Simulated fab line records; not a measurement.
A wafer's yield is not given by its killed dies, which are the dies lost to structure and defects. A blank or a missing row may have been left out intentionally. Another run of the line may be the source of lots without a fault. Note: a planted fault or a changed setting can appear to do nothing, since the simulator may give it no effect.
fab line records	flow n5-finfet	part 2 of 2: steps 5 to 6 of 6
record: lots: 21	wafers: 63	last-day: 19
route steps=1938 shown BEOL_M6@1233 BEOL_M7@1263
lots that met no fault: from a run of the same line without faults
start-h: start of the lot's first displayed wafer, in hours after the record's first day	wait-h: time in hours since the lot's previous step	" identical to the entry in the row above	L1.1+2: several wafers, shown together as one row	- no value, or no start given	* or withheld: withheld	< > ~ a bound
route shown NAME@n: names a module that has steps shown in the file, with the first one's number in the route	usual: mean/standard deviation taken from wafers without a fault	same: alike in all rows	chamber/n: place in a boat	sites: readings site by site	_std_site: how widely they spread, as a standard deviation	_edge_site: outer sites' mean less inner sites'	radius-mm: for every site, how far away it sits from the centre of the wafer	mask NAME#n: copy n	behind: the most recent tool/chamber to have shaped the wafer	hold: why the lot was held/for how many hours/how that ended	device: transistor that didn't switch, given as n, p or np	end of line: the tests these same wafers got at the end of their route	a step given without rows: its recipe and nothing more	killed: not the wafer's yield, but the dies lost to structure and defects at the first sort	map: dies across one wafer; x = killed, . = not, _ = none there
set.NAME: the setting that was run; set.NAME@STEP: the one run at that earlier step	model.NAME: the simulator's own value behind a step, which no gauge read
one table for each step of the route and one row for each wafer, over a sample of lots
services: when a tool's chamber went out of use (start-h, in hours from the record's first day, below 0 if earlier), for how many hours, and the reason
== steps ==
step: N5_BEOL_M7_STRIP_67
recipe: chemistry: CF4	resist: SiARC	power-w: 300	bias-power-w: 75	pressure-mtorr: 50	cf4-flow-sccm: 150	rf-frequency-hz: 6e+07
usual: drypump-motor-current-A: 5.5/0.55	oes-product-au: 0.79/0.08	power-w: 299.9/0.92	rf-vpp-V: 271.1/1.5	showerhead-plenum-p-Torr: 1.78/0.064	throttle-valve-pct: 13.60/0.21
lot.wafer	tool	chamber	start-h	wait-h	drypump-motor-current-A	oes-product-au	power-w	rf-hours-counter-h	rf-vpp-V	showerhead-plenum-p-Torr	throttle-valve-pct
L074.1	rie-diel-03	1	201.64	0.0	5.6	0.72	302.3	205	271.2	1.79	13.95
L074.5	"	0	"	"	5.0	0.91	300.5	-	274.9	1.91	13.33
L074.6	"	3	"	"	6.2	0.84	299.4	-	270.8	1.75	13.53
L075.2	rie-diel-04	0	224.98	0.0	5.3	0.91	301.8	27	271.6	1.81	13.47
L075.5	"	1	"	"	5.6	0.79	299.0	-	272.3	1.80	13.69
L075.6	"	2	"	"	4.7	0.71	297.7	-	270.0	1.68	13.54
L076.4	rie-diel-03	1	228.56	0.0	5.6	0.72	301.0	211	270.9	1.79	13.94
L076.5	"	1	"	"	5.6	0.72	300.8	-	272.0	1.79	13.94
L076.6	"	0	"	"	5.0	0.90	298.8	-	273.7	1.90	13.34
L077.1	rie-diel-04	2	231.72	0.0	4.7	0.71	300.5	223	269.7	1.68	13.53
L077.3	"	1	"	"	5.7	0.78	299.8	151	269.8	1.80	13.70
L077.6	"	2	"	"	4.7	0.70	301.2	-	269.0	1.68	13.52
L079.1	rie-diel-01	2	234.75	0.0	5.4	0.90	299.1	41	270.7	1.75	13.31
L079.3	"	2	"	"	5.5	0.89	299.6	-	269.2	1.75	13.28
L079.4	"	1	"	"	5.1	0.73	298.9	-	269.9	1.71	13.87
L078.4	rie-diel-04	1	235.32	0.0	5.7	0.78	299.7	152	271.8	1.80	13.69
L078.5	"	0	"	"	5.3	0.90	299.4	-	272.2	1.81	13.47
L078.6	"	3	"	"	6.4	0.74	299.4	-	272.3	1.77	13.69
L080.3	rie-diel-04	2	239.81	0.0	4.8	0.70	299.8	227	268.9	1.68	13.57
L080.4	"	3	"	"	6.4	0.73	299.1	162	270.5	1.77	13.70
L080.5	"	1	"	"	5.6	0.77	300.0	-	271.2	1.80	13.71
L082.2	rie-diel-04	0	267.91	0.0	5.3	0.88	301.7	44	272.5	1.81	13.51
L082.3	"	2	"	"	4.7	0.70	300.6	240	267.5	1.67	13.57
L082.6	"	0	"	"	5.3	0.88	300.2	-	272.0	1.81	13.50
L084.1	rie-diel-04	0	276.42	0.0	5.3	0.88	298.7	48	272.0	1.81	13.50
L084.4	"	3	"	"	6.4	0.73	300.5	177	270.5	1.76	13.71
L084.6	"	3	"	"	6.5	0.73	299.8	-	270.5	1.76	13.74
L086.1	rie-diel-04	0	279.49	0.0	5.3	0.86	298.8	49	271.1	1.81	13.54
L086.2	"	3	"	"	6.4	0.72	301.4	179	268.8	1.76	13.71
L086.3	"	1	"	"	5.7	0.76	299.7	172	271.7	1.79	13.74
L087.1	rie-diel-04	1	288.14	0.0	5.7	0.75	299.3	177	271.2	1.79	13.76
L087.2	"	0	"	"	5.3	0.86	300.0	53	270.4	1.81	13.53
L087.4	"	2	"	"	4.7	0.69	300.6	249	269.7	1.67	13.59
L085.1	rie-diel-04	3	288.40	0.0	6.4	0.72	299.9	182	270.1	1.76	13.75
L085.4	"	0	"	"	5.3	0.86	299.9	53	274.2	1.81	13.53
L085.6	"	0	"	"	5.3	0.86	300.3	-	272.4	1.81	13.51
L088.1	rie-diel-01	2	290.54	0.0	5.5	0.86	299.9	68	270.6	1.74	13.37
L088.3	"	1	"	"	5.1	0.72	298.8	205	271.1	1.70	13.91
L088.5	"	1	"	"	5.1	0.71	299.1	-	268.2	1.70	13.93
L090.1	rie-diel-01	2	311.48	0.0	5.4	0.84	299.0	74	270.7	1.74	13.37
L090.2	"	1	"	"	5.1	0.71	299.1	211	270.8	1.70	13.94
L090.6	"	3	"	"	5.6	0.86	299.7	-	273.1	1.84	13.30
L091.2	rie-diel-01	2	315.01	0.0	5.5	0.86	301.0	75	268.9	1.74	13.38
L091.3	"	3	"	"	5.6	0.85	299.4	49	272.1	1.84	13.31
L091.4	"	0	"	"	5.3	0.87	297.7	43	271.9	1.90	13.52
L089.2	rie-diel-04	3	315.18	0.0	6.4	0.71	300.4	191	270.3	1.76	13.76
L089.3	"	1	"	"	5.7	0.75	298.7	185	271.4	1.79	13.78
L089.6	"	1	"	"	5.6	0.75	298.7	-	270.5	1.79	13.78
L093.1	rie-diel-03	2	323.92	0.0	5.1	0.79	299.1	135	269.9	1.81	13.72
L093.5	"	0	"	"	5.0	0.88	299.2	-	273.0	1.90	13.39
L093.6	"	3	"	"	6.2	0.80	300.3	-	269.4	1.74	13.58
L096.1	rie-diel-03	0	340.20	0.0	5.0	0.88	299.0	56	273.2	1.90	13.38
L096.3	"	3	"	"	6.2	0.79	300.3	82	270.4	1.74	13.63
L096.5	"	1	"	"	5.6	0.70	299.3	-	272.9	1.79	14.00
L094.2	rie-diel-04	0	340.54	0.0	5.3	0.85	298.9	67	270.4	1.80	13.57
L094.3	"	2	"	"	4.7	0.96	299.4	7	272.0	1.88	13.01
L094.5	"	0	"	"	5.3	0.85	299.3	-	271.9	1.80	13.57
L095.1	rie-diel-04	2	342.99	0.0	4.7	0.96	299.2	8	272.8	1.88	13.01
L095.2	"	0	"	"	5.3	0.84	299.6	68	272.6	1.80	13.56
L095.4	"	1	"	"	5.6	0.75	300.7	192	271.9	1.79	13.80
L097.1	rie-diel-04	1	367.59	0.0	5.6	0.74	299.2	198	270.6	1.79	13.79
L097.4	"	0	"	"	5.3	0.83	299.8	74	272.6	1.80	13.59
L097.5	"	2	"	"	4.8	0.94	300.4	-	274.6	1.87	13.04
step: N5_BEOL_M7_DESCUM_33
recipe: chemistry: O2	time-s: 7	source-power-w: 50	bias-power-w: 20	pressure-mtorr: 20	rf-frequency-hz: 2.712e+07	temp-c: 40	resist: CAR-EUV	o2-flow-sccm: 225
usual: drypump-motor-current-A: 5.4/0.45	oes-product-au: 0.81/0.079	rf-vpp-V: 243.0/1.3	showerhead-plenum-p-Torr: 2.09/0.075	throttle-valve-pct: 20.44/0.22
lot.wafer	tool	chamber	start-h	wait-h	drypump-motor-current-A	oes-product-au	rf-hours-counter-h	rf-vpp-V	showerhead-plenum-p-Torr	throttle-valve-pct
L074.1	rie-diel-04	0	202.60	0.2	5.3	0.91	23	242.5	2.10	20.26
L074.5	"	2	"	"	4.7	0.70	-	241.2	1.98	20.42
L074.6	"	3	"	"	6.4	0.75	-	242.8	2.07	20.52
L075.2	rie-diel-01	2	226.09	0.2	5.5	0.90	36	242.5	2.05	20.26
L075.5	"	3	"	"	5.6	0.91	-	244.6	2.16	20.12
L075.6	"	2	"	"	5.5	0.90	-	242.8	2.05	20.27
L076.4	rie-diel-04	0	229.33	0.0	5.3	0.88	29	243.5	2.10	20.28
L076.5	"	0	"	"	5.3	0.90	-	243.3	2.10	20.27
L076.6	"	1	"	"	5.7	0.78	-	243.7	2.10	20.55
L077.1	rie-diel-03	1	233.05	0.0	5.6	0.71	212	243.5	2.08	20.79
L077.3	"	2	"	"	5.1	0.80	118	242.9	2.09	20.34
L077.6	"	3	"	"	6.2	0.81	-	243.9	2.03	20.45
L079.1	rie-diel-03	0	235.89	0.2	5.0	0.90	38	246.1	2.21	20.22
L079.3	"	2	"	"	5.1	0.80	119	243.5	2.09	20.35
L079.4	"	1	"	"	5.6	0.72	213	241.9	2.08	20.78
L078.4	rie-diel-01	2	237.49	0.0	5.5	0.88	-	242.2	2.04	20.29
L078.5	"	1	"	"	5.1	0.72	-	241.0	1.98	20.78
L078.6	"	2	"	"	5.5	0.89	-	241.4	2.04	20.28
L080.3	rie-diel-03	1	240.68	0.0	5.6	0.71	215	242.2	2.08	20.77
L080.4	"	0	"	"	4.9	0.90	40	242.9	2.21	20.21
L080.5	"	0	"	"	5.0	0.90	-	243.6	2.21	20.22
L082.2	rie-diel-04	0	269.57	0.2	5.3	0.87	45	242.6	2.09	20.29
L082.3	"	3	"	"	6.4	0.74	175	243.4	2.06	20.56
L082.6	"	0	"	"	5.3	0.86	-	243.6	2.09	20.32
L084.1	rie-diel-04	3	277.21	0.0	6.4	0.73	178	242.9	2.06	20.55
L084.4	"	2	"	"	4.8	0.68	244	241.9	1.97	20.46
L084.6	"	2	"	"	4.8	0.69	-	241.0	1.97	20.43
L086.1	rie-diel-01	1	283.04	0.9	5.1	0.70	201	239.4	1.98	20.81
L086.2	"	0	"	"	5.4	0.92	33	244.8	2.23	20.47
L086.3	"	2	"	"	5.4	0.85	64	241.7	2.04	20.31
L087.1	rie-diel-04	1	289.36	0.4	5.6	0.76	177	243.1	2.09	20.60
L087.2	"	0	"	"	5.3	0.85	53	244.3	2.09	20.30
L087.4	"	2	"	"	4.7	0.68	249	240.6	1.97	20.46
L085.1	rie-diel-01	2	289.65	0.5	5.5	0.85	67	241.2	2.04	20.31
L085.4	"	0	"	"	5.3	0.90	36	245.1	2.23	20.46
L085.6	"	1	"	"	5.1	0.70	-	241.0	1.98	20.81
L088.1	rie-diel-01	1	292.03	0.0	5.1	0.70	205	240.7	1.97	20.82
L088.3	"	3	"	"	5.6	0.89	42	242.9	2.15	20.14
L088.5	"	2	"	"	5.5	0.87	-	243.5	2.04	20.31
L090.1	rie-diel-01	1	313.31	0.0	5.1	0.70	211	241.6	1.97	20.83
L090.2	"	0	"	"	5.3	0.91	42	242.3	2.22	20.47
L090.6	"	3	"	"	5.6	0.87	-	243.5	2.15	20.15
L091.2	rie-diel-01	0	317.50	0.0	5.3	0.90	44	244.8	2.22	20.47
L091.3	"	1	"	"	5.1	0.70	213	242.7	1.97	20.84
L091.4	"	3	"	"	5.6	0.87	50	244.5	2.15	20.16
L089.2	rie-diel-03	1	318.13	0.0	5.6	0.70	225	241.4	2.08	20.80
L089.3	"	3	"	"	6.2	0.79	77	242.0	2.03	20.48
L089.6	"	2	"	"	5.0	0.79	-	243.8	2.09	20.36
L093.1	rie-diel-03	0	332.40	0.2	5.0	0.88	54	245.9	2.20	20.23
L093.5	"	1	"	"	5.6	0.70	-	242.2	2.08	20.80
L093.6	"	0	"	"	5.0	0.88	-	244.6	2.20	20.23
L096.1	rie-diel-03	0	341.26	0.2	5.0	0.87	57	244.1	2.20	20.24
L096.3	"	1	"	"	5.6	0.70	232	242.7	2.08	20.81
L096.5	"	1	"	"	5.6	0.70	-	243.7	2.08	20.81
L094.2	rie-diel-04	1	341.32	0.1	5.7	0.75	192	242.3	2.08	20.63
L094.3	"	0	"	"	5.3	0.84	68	243.6	2.09	20.34
L094.5	"	2	"	"	4.7	0.98	-	246.4	2.23	19.98
L095.1	rie-diel-04	1	345.49	0.0	5.7	0.75	193	243.0	2.08	20.61
L095.2	"	0	"	"	5.3	0.84	69	244.3	2.09	20.35
L095.4	"	3	"	"	6.4	0.72	200	241.0	2.05	20.58
L097.1	rie-diel-04	2	368.83	0.0	4.8	0.96	15	244.5	2.23	19.99
L097.4	"	3	"	"	6.5	0.72	206	242.6	2.05	20.60
L097.5	"	0	"	"	5.3	0.83	-	242.4	2.08	20.34
== services ==
tool	chamber	start-h	hours	kind
rie-diel-06	1	173.12	2.4	repair
rie-diel-06	0	174.16	8.3	repair
pecvd-02	0	204.42	9.0	repair
rie-diel-05	3	211.18	8.2	repair
pecvd-04	2	215.90	3.4	repair
rie-diel-01	0	223.37	15.1	repair
pecvd-04	2	228.99	4.0	repair
pecvd-02	1	230.84	14.9	repair
rie-diel-05	1	231.51	7.3	repair
rie-diel-01	3	232.64	22.4	repair
pecvd-01	1	233.56	22.8	repair
rie-diel-03	-	244.35	28.1	pm
rie-diel-02	0	271.52	9.9	repair
rie-diel-02	3	287.60	16.7	repair
rie-diel-04	2	292.60	-	clean
rie-diel-04	2	292.60	-	consumable-replace:focus-ring
rie-diel-04	2	292.60	-	consumable-replace:showerhead
rie-diel-04	2	292.60	22.2	scheduled-down
pecvd-02	-	298.47	2.8	pm
rie-diel-03	-	302.43	0.1	repair
rie-diel-04	-	305.71	4.3	pm
rie-diel-01	-	311.69	0.4	repair
rie-diel-02	1	334.26	5.1	repair
pecvd-01	-	353.41	6.0	pm
